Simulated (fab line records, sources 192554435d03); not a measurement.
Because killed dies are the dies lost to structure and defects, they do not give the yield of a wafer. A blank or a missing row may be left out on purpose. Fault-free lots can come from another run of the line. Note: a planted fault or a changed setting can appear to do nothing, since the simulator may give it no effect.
fab line records	flow n5-finfet
record lots=24	wafers=72	last-day=18
route steps=1938 shown BEOL_M2@900 BEOL_M3@948
lots that met no fault: taken from a fault-free run of the same line
start-h: start of the lot's first displayed wafer, in hours after the record's first day	wait-h: hours elapsed since this lot's preceding step	" unchanged from the row above	L1.1+2: a single row standing in for several wafers	- no value, or no start was given	* or withheld: withheld	< > ~ a bound
route shown NAME@n: names a module that has steps shown in the file, with the first one's number in the route	usual: average and standard deviation across the fault-free wafers	same: alike in all rows	chamber/n: place in a boat	sites: the reading at each site	_std_site: the standard deviation of these	_edge_site: inner sites' mean taken away from outer sites' mean	radius-mm: how far each site lies from the wafer's centre	mask NAME#n: copy n	behind: the last tool/chamber to shape the wafer	hold: the reason the lot was held/the length of the hold in hours/how it ended	device: transistor that didn't switch, given as n, p or np	end of line: the same wafers' tests at the end of the route	step lacking rows: just its recipe	killed: count of dies lost to structure and defects at first sort (not the wafer's yield)	map: shows each die of a wafer: x if killed, . if not, _ if none is there
set.NAME: the setting the step ran with; set.NAME@STEP: the setting that earlier step ran with	model.NAME: the simulator's own value behind a step, which no gauge read
route steps across a sampled set of lots; one table per step, one row per wafer
services: when a tool's chamber went out of use (start-h, in hours from the record's first day, below 0 if earlier), for how many hours, and the reason
## steps
# step N5_BEOL_M2_PRE_CLEAN_45
# recipe gas=H2/He	time-s=30	temp-c=250
# usual heater-power-w=339/39
lot.wafer	tool	chamber	start-h	wait-h	heater-power-w
L074.1	pvd-sputter-01	-	136.40	0.0	330
L074.4	"	-	"	"	327
L074.5	"	-	"	"	299
L075.2	pvd-sputter-02	-	139.69	0.0	305
L075.3	"	-	"	"	365
L075.6	"	-	"	"	337
L076.2	pvd-sputter-03	-	152.39	0.0	392
L076.4	"	-	"	"	343
L076.6	"	-	"	"	300
L077.2	pvd-sputter-03	-	155.51	0.0	398
L077.3	"	-	"	"	340
L077.5	"	-	"	"	352
L078.2	pvd-sputter-01	-	163.54	0.0	319
L078.3	"	-	"	"	340
L078.4	"	-	"	"	292
L080.2	pvd-sputter-03	-	171.88	0.0	399
L080.3	"	-	"	"	390
L080.4	"	-	"	"	336
L079.1	pvd-sputter-02	-	179.13	0.0	337
L079.2	"	-	"	"	305
L079.5	"	-	"	"	331
L081.3	pvd-sputter-01	-	182.80	0.0	294
L081.4	"	-	"	"	320
L081.6	"	-	"	"	296
L082.1	pvd-sputter-03	-	190.27	0.0	397
L082.5	"	-	"	"	302
L082.6	"	-	"	"	341
L083.2	pvd-sputter-03	-	193.87	0.0	343
L083.4	"	-	"	"	403
L083.5	"	-	"	"	349
L084.1	pvd-sputter-01	-	202.71	0.0	289
L084.5	"	-	"	"	331
L084.6	"	-	"	"	297
L085.2	pvd-sputter-02	-	209.48	0.0	294
L085.3	"	-	"	"	375
L085.4	"	-	"	"	329
L086.1	pvd-sputter-02	-	209.69	0.0	305
L086.5	"	-	"	"	291
L086.6	"	-	"	"	302
L087.2	pvd-sputter-03	-	214.00	0.0	285
L087.4	"	-	"	"	392
L087.6	"	-	"	"	336
L089.1	pvd-sputter-03	-	228.99	0.0	332
L089.2	"	-	"	"	294
L089.3	"	-	"	"	402
L088.1	pvd-sputter-01	-	235.20	0.0	299
L088.3	"	-	"	"	356
L088.5	"	-	"	"	352
L090.2	pvd-sputter-03	-	241.45	0.0	385
L090.3	"	-	"	"	342
L090.4	"	-	"	"	293
L091.2	pvd-sputter-02	-	245.19	0.0	324
L091.3	"	-	"	"	290
L091.5	"	-	"	"	306
L093.1	pvd-sputter-02	-	247.59	0.0	338
L093.2	"	-	"	"	363
L093.5	"	-	"	"	296
L092.2	pvd-sputter-03	-	250.62	0.0	396
L092.4	"	-	"	"	335
L092.6	"	-	"	"	339
L094.2	pvd-sputter-03	-	250.70	0.0	291
L094.3	"	-	"	"	390
L094.4	"	-	"	"	345
L095.1	pvd-sputter-03	-	272.56	0.0	298
L095.3	"	-	"	"	399
L095.5	"	-	"	"	340
L097.2	pvd-sputter-03	-	276.83	0.0	342
L097.3	"	-	"	"	292
L097.5	"	-	"	"	387
L096.1	pvd-sputter-03	-	280.78	0.0	393
L096.3	"	-	"	"	292
L096.5	"	-	"	"	388
# step N5_BEOL_M2_ANNEAL_87
# recipe temp-c=400	time-s=240	ambient=vacuum
# usual heater-power-w=856/99
lot.wafer	tool	chamber	start-h	wait-h	heater-power-w
L074.1	pvd-sputter-03	-	137.76	0.0	722
L074.4	"	-	"	"	986
L074.5	"	-	"	"	988
L075.2	pvd-sputter-02	-	141.01	0.0	734
L075.3	"	-	"	"	928
L075.6	"	-	"	"	819
L076.2	pvd-sputter-03	-	153.75	0.0	745
L076.4	"	-	"	"	973
L076.6	"	-	"	"	984
L077.2	pvd-sputter-01	-	158.44	0.0	744
L077.3	"	-	"	"	801
L077.5	"	-	"	"	873
L078.2	pvd-sputter-01	-	164.80	0.0	815
L078.3	"	-	"	"	842
L078.4	"	-	"	"	842
L080.2	pvd-sputter-03	-	173.13	0.0	857
L080.3	"	-	"	"	993
L080.4	"	-	"	"	728
L079.1	pvd-sputter-03	-	180.70	0.0	970
L079.2	"	-	"	"	849
L079.5	"	-	"	"	987
L081.3	pvd-sputter-01	-	185.60	0.0	713
L081.4	"	-	"	"	825
L081.6	"	-	"	"	746
L082.1	pvd-sputter-03	-	191.79	0.0	867
L082.5	"	-	"	"	853
L082.6	"	-	"	"	742
L083.2	pvd-sputter-01	-	195.51	0.0	859
L083.4	"	-	"	"	736
L083.5	"	-	"	"	745
L084.1	pvd-sputter-03	-	204.96	0.0	729
L084.5	"	-	"	"	988
L084.6	"	-	"	"	874
L085.2	pvd-sputter-03	-	211.06	0.0	748
L085.3	"	-	"	"	972
L085.4	"	-	"	"	975
L086.1	pvd-sputter-02	-	211.22	0.0	754
L086.5	"	-	"	"	755
L086.6	"	-	"	"	727
L087.2	pvd-sputter-02	-	215.64	0.0	733
L087.4	"	-	"	"	953
L087.6	"	-	"	"	896
L089.1	pvd-sputter-03	-	230.25	0.0	1011
L089.2	"	-	"	"	730
L089.3	"	-	"	"	852
L088.1	pvd-sputter-02	-	236.49	0.0	810
L088.3	"	-	"	"	755
L088.5	"	-	"	"	739
L090.2	pvd-sputter-01	-	242.93	0.0	856
L090.3	"	-	"	"	816
L090.4	"	-	"	"	733
L091.2	pvd-sputter-03	-	246.78	0.0	999
L091.3	"	-	"	"	731
L091.5	"	-	"	"	735
L093.1	pvd-sputter-03	-	248.88	0.0	975
L093.2	"	-	"	"	721
L093.5	"	-	"	"	852
L092.2	pvd-sputter-02	-	252.09	0.0	738
L092.4	"	-	"	"	916
L092.6	"	-	"	"	918
L094.2	pvd-sputter-01	-	252.34	0.0	793
L094.3	"	-	"	"	867
L094.4	"	-	"	"	820
L095.1	pvd-sputter-03	-	275.53	0.0	1017
L095.3	"	-	"	"	847
L095.5	"	-	"	"	981
L097.2	pvd-sputter-03	-	278.14	0.0	996
L097.3	"	-	"	"	741
L097.5	"	-	"	"	994
L096.1	pvd-sputter-03	-	282.40	0.0	993
L096.3	"	-	"	"	1006
L096.5	"	-	"	"	719
# step N5_BEOL_M3_ETCH_74
# recipe chemistry=N2/H2	target=underlayer	target-depth-a=65	mask-material=CAR-EUV	time-s=5.2	ion-energy-ev=200	pressure-mtorr=30	source-w=840	bias-w=150	n2-flow-sccm=200	h2-flow-sccm=200	ends=cleared
# usual chamber-pressure-mTorr=30.00/0.041	drypump-motor-current-A=5.5/0.49	etch-rf-on-time-s=5.20/0.071	oes-product-au=0.64/0.042	rf-vpp-V=522.6/2.9	showerhead-plenum-p-Torr=2.50/0.095	throttle-valve-pct=17.84/0.18
lot.wafer	tool	chamber	start-h	wait-h	chamber-pressure-mTorr	drypump-motor-current-A	etch-rf-on-time-s	oes-product-au	rf-hours-counter-h	rf-vpp-V	showerhead-plenum-p-Torr	throttle-valve-pct
L074.1	rie-diel-06	2	140.75	0.0	30.01	5.0	5.27	0.63	141	520.4	2.44	17.80
L074.4	"	3	"	"	29.97	5.5	5.28	0.58	217	523.2	2.41	17.89
L074.5	"	2	"	"	29.97	5.0	5.20	0.64	-	521.1	2.44	17.76
L075.2	rie-diel-06	0	145.17	0.0	30.00	5.5	5.30	0.63	150	525.8	2.55	18.23
L075.3	"	2	"	"	30.00	5.0	5.22	0.64	143	522.8	2.44	17.80
L075.6	"	0	"	"	30.00	5.5	5.29	0.62	-	522.8	2.55	18.24
L076.2	rie-diel-02	3	160.57	0.0	29.97	5.9	5.11	0.67	133	524.0	2.55	17.75
L076.4	"	1	"	"	30.00	6.3	5.15	0.68	144	522.0	2.44	17.72
L076.6	"	0	"	"	30.05	5.3	5.17	0.76	-	527.3	2.70	17.56
L077.2	rie-diel-01	1	161.96	0.0	30.04	4.7	5.15	0.62	184	528.5	2.63	18.02
L077.3	"	2	"	"	29.96	6.3	5.25	0.62	153	522.1	2.54	17.66
L077.5	"	3	"	"	30.00	5.8	5.14	0.60	-	522.8	2.52	18.05
L078.2	rie-diel-02	3	169.01	0.0	30.03	5.9	5.11	0.66	136	524.4	2.55	17.74
L078.3	"	2	"	"	29.93	5.1	5.23	0.65	156	520.8	2.43	17.83
L078.4	"	0	"	"	30.05	5.3	5.08	0.76	43	530.0	2.70	17.58
L080.2	rie-diel-02	2	179.48	0.0	30.00	5.1	5.34	0.63	158	521.7	2.43	17.80
L080.3	"	0	"	"	30.08	5.2	5.22	0.74	46	528.2	2.70	17.57
L080.4	"	3	"	"	29.99	5.9	5.12	0.66	139	524.1	2.54	17.75
L079.1	rie-diel-01	0	185.23	0.0	30.04	5.4	5.14	0.68	109	518.8	2.35	17.66
L079.2	"	2	"	"	29.96	6.3	5.24	0.62	159	524.0	2.53	17.69
L079.5	"	0	"	"	30.02	5.4	5.14	0.68	-	519.1	2.35	17.61
L081.3	rie-diel-06	2	188.67	0.0	29.99	5.0	5.27	0.62	156	521.2	2.44	17.85
L081.4	"	0	"	"	30.00	5.5	5.42	0.61	159	523.4	2.54	18.27
L081.6	"	3	"	"	30.05	5.6	5.31	0.57	-	521.9	2.41	17.94
L082.1	rie-diel-06	0	195.22	0.0	30.02	5.6	5.32	0.61	162	524.0	2.54	18.26
L082.5	"	0	"	"	30.01	5.5	5.26	0.62	-	526.0	2.54	18.27
L082.6	"	3	"	"	30.01	5.6	5.28	0.57	-	519.7	2.41	17.93
L083.2	rie-diel-01	3	200.42	0.0	30.06	5.8	5.14	0.59	241	523.5	2.51	18.08
L083.4	"	1	"	"	29.99	4.7	5.20	0.59	196	525.9	2.63	18.08
L083.5	"	2	"	"	30.00	6.3	5.21	0.61	-	520.2	2.53	17.69
L084.1	rie-diel-02	3	208.64	0.0	30.06	5.9	5.12	0.66	148	522.1	2.54	17.75
L084.5	"	2	"	"	29.94	5.1	5.27	0.63	-	520.4	2.43	17.80
L084.6	"	3	"	"	29.97	5.9	5.10	0.66	-	523.4	2.54	17.77
L086.1	rie-diel-06	1	214.67	0.0	30.04	4.9	5.17	0.66	154	521.9	2.44	17.85
L086.5	"	3	"	"	29.99	5.6	5.23	0.57	-	520.3	2.40	17.91
L086.6	"	2	"	"	29.98	5.0	5.20	0.63	-	520.9	2.43	17.83
L085.2	rie-diel-02	3	217.74	0.0	30.03	5.9	5.19	0.66	151	524.7	2.54	17.78
L085.3	"	0	"	"	30.02	5.3	5.20	0.73	58	528.4	2.69	17.59
L085.4	"	2	"	"	30.00	5.1	5.28	0.63	171	519.3	2.43	17.83
L087.2	rie-diel-01	0	218.89	0.0	30.01	5.4	5.05	0.67	120	518.1	2.35	17.66
L087.4	"	1	"	"	29.97	4.7	5.14	0.60	202	525.6	2.62	18.06
L087.6	"	2	"	"	30.01	6.3	5.16	0.62	-	524.2	2.53	17.70
L089.1	rie-diel-02	0	234.15	0.0	29.99	5.3	5.14	0.73	63	528.5	2.69	17.61
L089.2	"	2	"	"	30.03	5.1	5.18	0.63	176	519.5	2.43	17.83
L089.3	"	3	"	"	30.05	5.9	5.12	0.65	156	523.9	2.54	17.79
L088.1	rie-diel-01	1	241.86	0.0	29.98	4.7	5.14	0.59	210	526.0	2.62	18.07
L088.3	"	2	"	"	30.03	6.3	5.16	0.61	176	525.9	2.53	17.72
L088.5	"	2	"	"	30.02	6.3	5.21	0.61	-	522.8	2.53	17.73
L090.2	rie-diel-06	2	247.01	0.0	30.00	5.0	5.23	0.62	175	521.5	2.43	17.89
L090.3	"	0	"	"	30.00	5.5	5.30	0.60	177	522.1	2.53	18.29
L090.4	"	3	"	"	30.03	5.6	5.26	0.56	250	518.0	2.40	17.94
L091.2	rie-diel-02	1	250.96	0.0	30.05	6.3	5.18	0.65	170	520.2	2.43	17.76
L091.3	"	0	"	"	29.95	5.2	5.27	0.72	68	528.6	2.69	17.62
L091.5	"	1	"	"	30.01	6.3	5.21	0.64	-	520.7	2.43	17.76
L093.1	rie-diel-06	1	254.20	0.0	30.01	5.0	5.10	0.63	167	522.2	2.43	17.87
L093.2	"	0	"	"	29.99	5.5	5.28	0.61	180	522.9	2.53	18.28
L093.5	"	0	"	"	29.96	5.5	5.25	0.61	-	524.7	2.53	18.31
L092.2	rie-diel-06	2	255.55	0.0	29.97	5.0	5.29	0.62	179	520.2	2.43	17.86
L092.4	"	0	"	"	30.01	5.5	5.37	0.60	-	522.6	2.53	18.33
L092.6	"	1	"	"	30.08	5.0	5.20	0.64	-	519.5	2.43	17.86
L094.2	rie-diel-02	3	256.02	0.0	30.01	5.9	5.20	0.64	164	521.3	2.53	17.78
L094.3	"	1	"	"	30.04	6.3	5.20	0.65	172	519.7	2.43	17.78
L094.4	"	2	"	"	30.01	5.1	5.27	0.61	183	520.7	2.42	17.84
L095.1	rie-diel-02	3	280.06	0.0	30.03	5.9	5.16	0.64	170	524.1	2.53	17.81
L095.3	"	0	"	"	29.93	5.3	5.20	0.71	75	527.0	2.68	17.61
L095.5	"	3	"	"	30.10	5.9	5.12	0.64	-	524.8	2.53	17.81
L097.2	rie-diel-02	2	281.96	0.0	30.06	5.1	5.22	0.61	190	520.1	2.42	17.85
L097.3	"	3	"	"	29.96	5.9	5.20	0.64	171	523.7	2.53	17.79
L097.5	"	3	"	"	30.06	5.9	5.15	0.64	-	524.2	2.53	17.82
L096.1	rie-diel-02	2	285.68	0.0	30.03	5.0	5.31	0.62	191	520.4	2.42	17.86
L096.3	"	1	"	"	30.09	6.3	5.27	0.64	179	521.4	2.43	17.75
L096.5	"	2	"	"	30.00	5.0	5.28	0.61	-	521.3	2.42	17.86
# step N5_BEOL_M3_STRIP_66
# recipe chemistry=CF4	resist=SiARC	power-w=300	bias-power-w=75	pressure-mtorr=50	cf4-flow-sccm=150	rf-frequency-hz=6e+07
# usual chamber-pressure-mTorr=50.00/0.049	drypump-motor-current-A=5.5/0.49	oes-product-au=0.74/0.045	power-w=300.0/1	rf-vpp-V=270.3/1.6	showerhead-plenum-p-Torr=1.76/0.063	throttle-valve-pct=13.58/0.18
lot.wafer	tool	chamber	start-h	wait-h	chamber-pressure-mTorr	drypump-motor-current-A	oes-product-au	power-w	rf-hours-counter-h	rf-vpp-V	showerhead-plenum-p-Torr	throttle-valve-pct
L074.1	rie-diel-06	2	140.92	0.0	49.93	5.0	0.75	299.1	141	270.3	1.73	13.57
L074.4	"	3	"	"	49.92	5.6	0.68	300.5	217	268.2	1.70	13.56
L074.5	"	2	"	"	49.99	5.0	0.75	301.7	-	270.7	1.73	13.60
L075.2	rie-diel-06	0	145.35	0.0	50.04	5.5	0.73	299.2	150	271.7	1.79	13.85
L075.3	"	2	"	"	49.99	5.0	0.74	299.6	143	269.7	1.73	13.58
L075.6	"	0	"	"	49.91	5.5	0.73	299.4	-	271.8	1.79	13.85
L076.2	rie-diel-02	3	160.74	0.0	50.01	5.8	0.77	299.6	133	271.2	1.81	13.57
L076.4	"	1	"	"	50.00	6.3	0.78	297.7	144	269.4	1.72	13.38
L076.6	"	0	"	"	49.95	5.3	0.87	299.4	-	271.9	1.90	13.20
L077.2	rie-diel-01	1	162.13	0.0	50.02	4.7	0.71	299.0	184	272.9	1.85	13.80
L077.3	"	2	"	"	50.02	6.3	0.73	300.3	153	269.6	1.79	13.46
L077.5	"	3	"	"	49.95	5.7	0.70	300.7	-	270.7	1.78	13.74
L078.2	rie-diel-02	3	169.19	0.0	49.99	5.9	0.77	300.6	136	272.7	1.81	13.55
L078.3	"	2	"	"	50.00	5.1	0.75	300.8	156	268.9	1.73	13.55
L078.4	"	0	"	"	49.98	5.3	0.86	299.9	44	273.1	1.90	13.21
L080.2	rie-diel-02	2	179.65	0.0	50.01	5.1	0.74	298.6	159	271.8	1.73	13.54
L080.3	"	0	"	"	50.08	5.3	0.86	297.9	46	274.4	1.89	13.20
L080.4	"	3	"	"	49.99	5.9	0.76	299.7	139	271.2	1.81	13.58
L079.1	rie-diel-01	0	185.40	0.0	50.02	5.4	0.78	298.8	109	269.3	1.67	13.38
L079.2	"	2	"	"	50.01	6.3	0.72	300.7	159	271.6	1.79	13.49
L079.5	"	0	"	"	50.03	5.4	0.78	299.0	-	267.3	1.67	13.36
L081.3	rie-diel-06	2	188.84	0.0	50.07	5.0	0.74	300.2	156	270.3	1.73	13.62
L081.4	"	0	"	"	49.99	5.5	0.72	299.8	159	270.7	1.79	13.86
L081.6	"	3	"	"	50.05	5.6	0.67	298.0	-	268.0	1.70	13.60
L082.1	rie-diel-06	0	195.39	0.0	49.99	5.5	0.72	300.6	162	271.2	1.79	13.87
L082.5	"	0	"	"	49.90	5.5	0.72	300.6	-	268.7	1.79	13.88
L082.6	"	3	"	"	50.00	5.6	0.67	299.9	-	269.7	1.70	13.61
L083.2	rie-diel-01	3	200.59	0.0	49.95	5.7	0.68	299.7	241	270.7	1.78	13.75
L083.4	"	1	"	"	50.05	4.7	0.69	301.7	196	272.5	1.85	13.85
L083.5	"	2	"	"	50.00	6.3	0.71	300.7	-	271.5	1.79	13.50
L084.1	rie-diel-02	3	208.82	0.0	50.06	5.9	0.76	300.0	148	271.1	1.81	13.61
L084.5	"	2	"	"	49.96	5.1	0.73	300.5	-	269.9	1.73	13.58
L084.6	"	3	"	"	49.87	5.9	0.76	299.1	-	270.3	1.81	13.61
L086.1	rie-diel-06	1	214.85	0.0	49.96	5.0	0.76	299.1	154	267.3	1.73	13.65
L086.5	"	3	"	"	49.92	5.6	0.66	299.7	-	268.7	1.70	13.61
L086.6	"	2	"	"	50.01	5.0	0.73	300.2	-	268.6	1.73	13.64
L085.2	rie-diel-02	3	217.91	0.0	50.15	5.9	0.75	299.6	151	271.9	1.80	13.59
L085.3	"	0	"	"	49.93	5.2	0.84	298.3	58	274.0	1.89	13.24
L085.4	"	2	"	"	50.00	5.1	0.74	301.3	171	268.5	1.72	13.58
L087.2	rie-diel-01	0	219.06	0.0	50.06	5.4	0.77	300.4	120	267.5	1.67	13.39
L087.4	"	1	"	"	49.97	4.7	0.69	298.9	202	272.2	1.85	13.85
L087.6	"	2	"	"	50.03	6.3	0.71	300.0	-	271.6	1.78	13.51
L089.1	rie-diel-02	0	234.32	0.0	49.95	5.3	0.84	300.0	63	272.7	1.89	13.23
L089.2	"	2	"	"	50.03	5.1	0.72	300.0	176	268.3	1.72	13.61
L089.3	"	3	"	"	49.98	5.9	0.75	300.2	156	270.3	1.80	13.60
L088.1	rie-diel-01	1	242.03	0.0	50.05	4.7	0.69	300.2	210	270.4	1.85	13.86
L088.3	"	2	"	"	49.97	6.3	0.70	299.4	176	270.3	1.78	13.51
L088.5	"	2	"	"	49.97	6.3	0.71	299.7	-	270.2	1.78	13.52
L090.2	rie-diel-06	2	247.19	0.0	49.93	5.0	0.72	298.5	175	270.8	1.72	13.65
L090.3	"	0	"	"	50.02	5.5	0.71	299.3	177	270.2	1.79	13.91
L090.4	"	3	"	"	50.02	5.5	0.66	298.5	250	268.7	1.69	13.64
L091.2	rie-diel-02	1	251.13	0.0	49.93	6.3	0.75	298.6	170	269.3	1.71	13.45
L091.3	"	0	"	"	49.94	5.3	0.84	300.1	68	273.2	1.89	13.25
L091.5	"	1	"	"	49.99	6.3	0.75	299.0	-	270.0	1.71	13.45
L093.1	rie-diel-06	1	254.37	0.0	50.07	4.9	0.74	300.5	167	270.0	1.73	13.68
L093.2	"	0	"	"	50.00	5.5	0.71	301.9	180	271.1	1.79	13.91
L093.5	"	0	"	"	50.02	5.5	0.71	300.5	-	271.6	1.78	13.92
L092.2	rie-diel-06	2	255.72	0.0	50.01	5.0	0.72	298.8	179	267.9	1.72	13.68
L092.4	"	0	"	"	49.96	5.5	0.71	300.2	-	270.4	1.78	13.91
L092.6	"	1	"	"	50.00	4.9	0.74	300.1	-	268.7	1.73	13.70
L094.2	rie-diel-02	3	256.19	0.0	49.93	5.9	0.75	299.8	164	271.6	1.80	13.62
L094.3	"	1	"	"	50.14	6.3	0.75	301.6	172	268.4	1.71	13.45
L094.4	"	2	"	"	50.00	5.1	0.72	298.3	183	268.2	1.72	13.62
L095.1	rie-diel-02	3	280.23	0.0	50.00	5.9	0.74	299.7	170	269.6	1.80	13.64
L095.3	"	0	"	"	50.03	5.2	0.81	300.0	75	272.7	1.89	13.28
L095.5	"	3	"	"	50.00	5.9	0.75	301.1	-	271.7	1.80	13.66
L097.2	rie-diel-02	2	282.13	0.0	50.05	5.1	0.72	298.0	190	269.3	1.72	13.63
L097.3	"	3	"	"	50.01	5.9	0.74	300.1	171	271.4	1.80	13.64
L097.5	"	3	"	"	50.03	5.9	0.74	300.4	-	271.8	1.80	13.64
L096.1	rie-diel-02	2	285.86	0.0	50.00	5.1	0.72	300.0	191	270.5	1.72	13.64
L096.3	"	1	"	"	49.91	6.3	0.75	300.7	180	270.6	1.71	13.46
L096.5	"	2	"	"	49.96	5.1	0.72	299.6	-	269.3	1.72	13.65
# step N5_BEOL_M3_ALD_98
# recipe material=SiO2	target-thk-a=25	temp-c=100	ald-precursor-family=BDEAS	ald-co-reactant=O2-plasma	pulse-time-s=1	co-reactant-pulse-time-s=1	purge-time-s=2	co-reactant-purge-time-s=2	ald-cycles=17	pressure-torr=2
# usual heater-power-w=79/8.5	precursor-pulse-height-rel=0.999/0.02
lot.wafer	tool	chamber	start-h	wait-h	heater-power-w	precursor-pulse-height-rel
L074.1	ald-sin-04	1	141.72	0.1	87	0.977
L074.4	"	2	"	"	79	0.996
L074.5	"	2	"	"	81	1.015
L075.2	ald-sin-04	0	146.14	0.1	75	0.987
L075.3	"	2	"	"	81	0.998
L075.6	"	1	"	"	86	0.999
L076.2	ald-sin-02	0	161.58	0.1	76	1.013
L076.4	"	3	"	"	92	1.011
L076.6	"	0	"	"	76	1.014
L077.2	ald-sin-02	3	162.93	0.1	94	1.004
L077.3	"	2	"	"	78	0.981
L077.5	"	0	"	"	76	0.995
L078.2	ald-sin-03	3	169.99	0.1	84	0.951
L078.3	"	0	"	"	74	1.017
L078.4	"	1	"	"	96	1.003
L080.2	ald-sin-02	0	180.70	0.2	75	1.015
L080.3	"	2	"	"	77	0.991
L080.4	"	3	"	"	92	1.025
L079.1	ald-sin-02	3	186.53	0.4	91	0.983
L079.2	"	1	"	"	72	0.971
L079.5	"	0	"	"	77	1.019
L081.3	ald-sin-03	2	189.95	0.3	78	1.006
L081.4	"	3	"	"	85	0.969
L081.6	"	1	"	"	97	1.020
L082.1	ald-sin-04	1	196.19	0.1	86	0.962
L082.5	"	3	"	"	63	0.985
L082.6	"	0	"	"	75	0.988
L083.2	ald-sin-02	1	201.39	0.1	74	1.011
L083.4	"	0	"	"	77	0.988
L083.5	"	0	"	"	76	1.030
L084.1	ald-sin-02	0	209.77	0.1	75	1.010
L084.5	"	0	"	"	78	0.983
L084.6	"	1	"	"	72	1.007
L086.1	ald-sin-02	0	215.77	0.2	77	0.981
L086.5	"	0	"	"	76	1.021
L086.6	"	1	"	"	72	0.963
L085.2	ald-sin-04	2	219.59	0.8	82	1.013
L085.3	"	3	"	"	65	0.977
L085.4	"	1	"	"	88	1.006
L087.2	ald-sin-04	1	220.02	0.1	85	1.002
L087.4	"	2	"	"	82	0.989
L087.6	"	3	"	"	61	0.990
L089.1	ald-sin-04	2	235.22	0.1	79	0.953
L089.2	"	3	"	"	63	0.994
L089.3	"	1	"	"	87	1.023
L088.1	ald-sin-03	3	243.50	0.5	83	0.978
L088.3	"	0	"	"	78	0.985
L088.5	"	0	"	"	79	0.994
L090.2	ald-sin-04	2	247.99	0.1	81	0.987
L090.3	"	3	"	"	64	0.991
L090.4	"	1	"	"	85	1.041
L091.2	ald-sin-04	2	252.22	0.4	81	1.057
L091.3	"	3	"	"	63	1.017
L091.5	"	1	"	"	87	0.998
L093.1	ald-sin-02	2	255.68	0.1	79	0.978
L093.2	"	3	"	"	91	1.006
L093.5	"	3	"	"	93	1.021
L092.2	ald-sin-03	3	257.41	0.1	87	0.971
L092.4	"	0	"	"	79	0.999
L092.6	"	1	"	"	94	0.997
L094.2	ald-sin-03	0	257.58	0.1	76	1.031
L094.3	"	2	"	"	77	1.001
L094.4	"	1	"	"	94	1.054
L095.1	ald-sin-02	0	281.60	0.4	77	0.972
L095.3	"	3	"	"	95	1.026
L095.5	"	3	"	"	95	0.985
L097.2	ald-sin-03	3	282.94	0.1	83	0.976
L097.3	"	2	"	"	80	0.984
L097.5	"	3	"	"	84	0.976
L096.1	ald-sin-04	1	286.78	0.1	90	0.997
L096.3	"	3	"	"	64	0.978
L096.5	"	1	"	"	88	0.992
# step N5_BEOL_M3_CD_MEAS_35
# recipe target-cd-nm=18	target-cd-y-nm=21	polarity=opening
# usual cd-nm=18.10/0.26
lot.wafer	tool	chamber	start-h	wait-h	cd-nm
L074.1	cd-sem-03	-	148.60	0.0	17.81
L074.4	"	-	"	"	17.56
L074.5	"	-	"	"	18.05
L075.2	cd-sem-03	-	152.12	0.0	17.80
L075.3	"	-	"	"	18.30
L075.6	"	-	"	"	18.39
L076.2	cd-sem-03	-	163.71	0.0	18.49
L076.4	"	-	"	"	17.92
L076.6	"	-	"	"	17.49
L077.2	cd-sem-03	-	167.67	0.0	18.54
L077.3	"	-	"	"	18.48
L077.5	"	-	"	"	17.99
L078.2	cd-sem-02	-	171.70	0.0	17.86
L078.3	"	-	"	"	17.87
L078.4	"	-	"	"	18.17
L080.2	cd-sem-01	-	181.69	0.0	18.37
L080.3	"	-	"	"	18.20
L080.4	"	-	"	"	18.48
L079.1	cd-sem-02	-	187.22	0.0	18.30
L079.2	"	-	"	"	18.42
L079.5	"	-	"	"	17.97
L081.3	cd-sem-02	-	196.97	0.0	18.02
L081.4	"	-	"	"	17.87
L081.6	"	-	"	"	17.93
L082.1	cd-sem-01	-	197.61	0.0	17.92
L082.5	"	-	"	"	17.87
L082.6	"	-	"	"	18.15
L083.2	cd-sem-02	-	202.23	0.0	17.97
L083.4	"	-	"	"	18.46
L083.5	"	-	"	"	17.85
L084.1	cd-sem-01	-	213.55	0.0	18.18
L084.5	"	-	"	"	17.92
L084.6	"	-	"	"	18.00
L086.1	cd-sem-01	-	229.00	0.0	18.37
L086.5	"	-	"	"	17.58
L086.6	"	-	"	"	18.03
L085.2	cd-sem-03	-	231.81	0.0	18.12
L085.3	"	-	"	"	18.15
L085.4	"	-	"	"	17.84
L087.2	cd-sem-03	-	233.35	0.0	18.26
L087.4	"	-	"	"	17.94
L087.6	"	-	"	"	18.34
L089.1	cd-sem-03	-	237.58	0.0	18.63
L089.2	"	-	"	"	18.05
L089.3	"	-	"	"	18.51
L088.1	cd-sem-01	-	244.18	0.0	17.77
L088.3	"	-	"	"	18.53
L088.5	"	-	"	"	18.17
L090.2	cd-sem-03	-	255.45	0.0	17.86
L090.3	"	-	"	"	18.35
L090.4	"	-	"	"	18.15
L091.2	cd-sem-01	-	260.37	0.0	18.33
L091.3	"	-	"	"	18.26
L091.5	"	-	"	"	17.73
L093.1	cd-sem-01	-	260.86	0.0	17.98
L093.2	"	-	"	"	17.52
L093.5	"	-	"	"	18.28
L092.2	cd-sem-01	-	263.67	0.0	18.08
L092.4	"	-	"	"	18.09
L092.6	"	-	"	"	18.06
L094.2	cd-sem-01	-	267.06	0.0	17.92
L094.3	"	-	"	"	18.08
L094.4	"	-	"	"	17.92
L097.2	cd-sem-03	-	284.35	0.0	18.24
L097.3	"	-	"	"	17.96
L097.5	"	-	"	"	17.89
L095.1	cd-sem-03	-	295.40	0.0	18.06
L095.3	"	-	"	"	18.01
L095.5	"	-	"	"	18.34
L096.1	cd-sem-01	-	296.25	0.0	18.10
L096.3	"	-	"	"	18.17
L096.5	"	-	"	"	18.23
## services
tool	chamber	start-h	hours	kind
rie-diel-02	3	125.78	8.9	repair
ald-sin-03	-	126.31	2.5	repair
ald-sin-04	2	133.92	6.5	repair
ald-sin-04	-	148.08	6.1	pm
rie-diel-06	0	161.86	8.2	repair
ald-sin-04	1	167.78	6.5	repair
ald-sin-03	2	216.08	16.4	repair
ald-sin-02	2	226.08	7.9	repair
rie-diel-01	2	235.65	2.4	repair
rie-diel-01	3	236.99	5.4	repair
ald-sin-04	-	240.59	0.5	repair
rie-diel-06	3	247.21	-	clean
rie-diel-06	3	247.21	-	consumable-replace:focus-ring
rie-diel-06	3	247.21	-	consumable-replace:showerhead
rie-diel-06	3	247.21	23.3	scheduled-down
rie-diel-06	3	247.21	23.3	vent-cycle
ald-sin-02	1	253.46	5.0	repair
ald-sin-03	1	258.35	31.1	repair
ald-sin-02	3	258.73	4.8	repair
ald-sin-04	-	260.49	1.1	repair
ald-sin-04	-	268.25	14.0	pm
rie-diel-01	0	277.94	1.8	repair
rie-diel-01	3	279.67	7.2	repair
pvd-sputter-01	-	281.97	1.4	repair
## key
fault none
